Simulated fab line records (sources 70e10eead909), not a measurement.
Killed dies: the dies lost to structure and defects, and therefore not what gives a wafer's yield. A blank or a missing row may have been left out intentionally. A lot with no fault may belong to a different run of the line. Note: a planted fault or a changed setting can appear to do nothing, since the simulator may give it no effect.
A lot that was struck, set against a sound lot | flow nand harc | 40 out of 1159 route steps
Sound: wafers L672.3, L672.4, L672.6. Struck: wafer L690.5 (L690.2, L690.6, from the same lot, were not struck and are left out); the cause is given at the end.
Per side, at each step with rows, come the tool, then ch with its chambers, and then its first start. Under that, the readings that differ: sound wafers | struck wafers | difference of the means | sigmas: that difference in standard deviations of wafers without a fault.
alike: readings with means less than 2 such deviations apart, plus words and numbers identical on both sides. not compared: withheld readings, readings lacking a value on some wafer, bounds such as >300 that could conceal the same value, and numbers that have no deviation in the record and whose values overlap.
A row with sigmas, a row that says differs or no value, or rows on one side alone: a step with any of these is where the two part. Non-overlapping numbers with no deviation appear without sigmas and do not part them. A reading that every wafer of one side lacks parts them only if that side has two wafers or more.

first, 6 steps without rows for these wafers: NHARC_A_BLC_COAT_04 (resist thk 90 nm); NHARC_A_BLC_SOFTBAKE_05 (time 55 s); NHARC_A_BLC_EBR_06; NHARC_A_BLC_EXPOSE_07 (exposes mask A BLC, target cd 100 nm); NHARC_A_BLC_PEB_08 (peb time 65 s); NHARC_A_BLC_DEVELOP_09 (develop time 35 s).
NHARC_A_BLC_CD_MEAS_10: target cd 100 nm.
  sound on cd sem-02 ch 0, day 17 05:26; struck on cd sem-03 ch 0, day 22 00:16
  alike: cd nm
NHARC_A_BLC_OVL_MEAS_11:
  sound on overlay-01, day 17 05:32; struck on overlay-02, day 22 00:20
  reading           | sound       | struck | difference | sigmas
  overlay x nm (nm) | 1.0 1.2 1.3 | -0.4   | -1.6       | -2
  alike: overlay y nm
NHARC_A_BLC_INSPECT_12:
  sound on defect inspect-02, day 17 05:34; struck on defect inspect-02, day 22 00:23
  reading          | sound    | struck | difference | sigmas
  raw defect count | 16 13 23 | 56     | +39        | +3
then, 3 steps without rows for these wafers: NHARC_A_BLC_DESCUM_15 (chemistry O2, time 3 s); NHARC_A_BLC_ETCH_16 (etches the open film in CF4, target depth 39 nm, time 65 s); NHARC_A_BLC_ETCH_17 (etches the open film in N2/H2, target depth 390 nm, time 609.38 s).
NHARC_A_BLC_ETCH_18: etches the open film in C4F8/O2/Ar, target depth 910 nm.
  sound on rie diel-08 ch 0,2,3, day 17 06:18; struck on rie diel-08 ch 1, day 22 01:04
  reading               | sound             | struck | difference | sigmas
  oes product au (a.u.) | 0.941 0.931 0.947 | 1.003  | +0.063     | +3
  alike: rf vpp V
  not compared: rf hours counter h
NHARC_A_BLC_CD_MEAS_19:
  sound on cd sem-02, day 17 06:36; struck on cd sem-02, day 22 01:26
  alike: cd nm
NHARC_A_BLC_STRIP_29: strips in CF4.
  sound on rie diel-02 ch 0,1, day 17 06:40; struck on rie diel-08 ch 3, day 22 01:31
  alike: drypump motor current A, oes product au, rf vpp V, showerhead plenum p Torr, throttle valve pct
  not compared: rf hours counter h
then, 4 steps without rows for these wafers: NHARC_A_BLC_STRIP_21 (strips in O2); NHARC_A_BLC_STRIP_22 (strips in post etch residue remover, time 600 s); NHARC_A_BLC_DEGAS_30 (time 60 s); NHARC_A_BLC_PRE_CLEAN_31 (time 15 s).
NHARC_A_BLC_PVD_32: deposits Ti, target thk 5 nm, time 17.7 s.
  sound on pvd sputter-02; struck on pvd sputter-03
  alike: throttle valve pct
NHARC_A_BLC_ALD_23: deposits TiN, target thk 3 nm, pulse time 1 s, ald cycles 150.
  sound on ald metal-01 ch 0,1,3, day 17 07:26; struck on ald metal-01 ch 0, day 22 02:17
  alike: heater power outer w, heater power w, precursor pulse height rel
NHARC_A_BLC_CVD_24: deposits W, target thk 150 nm, time 434 s.
  sound: cvd w-01 ch 0,1; struck: cvd w-02 ch 0
  reading            | sound       | struck | difference | sigmas
  heater power w (W) | 496 455 450 | 574    | +107       | +2
  alike: heater power outer w, mfc h2 sccm, throttle valve pct
then, 12 steps without rows for these wafers: NHARC_A_BLC_CMP_25 (polishes, t overpolish 30 s, target thk 150 nm); NHARC_A_BLC_SRD_27; NHARC_A_M0_DEP_00 (deposits SiOC, target thk 150 nm); NHARC_A_M0_DEHYDRATE_01 (time 120 s); NHARC_A_M0_HMDS_02 (time 30 s); NHARC_A_M0_COAT_33 (time 65 s); NHARC_A_M0_COAT_03 (resist thk 90 nm); NHARC_A_M0_SOFTBAKE_04 (time 55 s); NHARC_A_M0_EBR_05; NHARC_A_M0_EXPOSE_06 (exposes mask A M0, target cd 80 nm); NHARC_A_M0_PEB_07 (peb time 65 s); NHARC_A_M0_DEVELOP_08 (develop time 35 s).
NHARC_A_M0_CD_MEAS_09: target cd 80 nm.
  sound on cd sem-01 ch 0, day 17 21:16; struck on cd sem-01 ch 0, day 22 06:01
  alike: cd nm
NHARC_A_M0_OVL_MEAS_10: pitch 160 nm.
  sound on overlay-02, day 17 21:22; struck on overlay-02, day 22 06:05
  alike: overlay x nm, overlay y nm
then, 1 step without rows for these wafers: NHARC_A_M0_DESCUM_14 (chemistry O2, time 3 s).
NHARC_A_M0_ETCH_34: etches the open film in N2/H2, target depth 40 nm, overetch 12 nm, time 43.94 s.
  sound on rie diel-13 ch 0,1,2, day 17 21:33; struck on rie diel-13 ch 0, day 22 06:17
  alike: drypump motor current A, oes product au, rf vpp V, showerhead plenum p Torr, throttle valve pct
  not compared: rf hours counter h
then, 1 step without rows for these wafers: NHARC_A_M0_ETCH_15 (etches the open film in C4F8/Ar, target depth 150 nm, overetch 15 nm, time 82.5 s).
NHARC_END_SORT_01:
  here the record holds rows for the struck wafers (prober-02 ch 0, day 23 23:38) but none for the sound ones

== WHERE THEY PART ==
Last at NHARC_END_SORT_01 as far as this record goes, first at NHARC_A_BLC_OVL_MEAS_11.

WHY: the cause the simulator had injected
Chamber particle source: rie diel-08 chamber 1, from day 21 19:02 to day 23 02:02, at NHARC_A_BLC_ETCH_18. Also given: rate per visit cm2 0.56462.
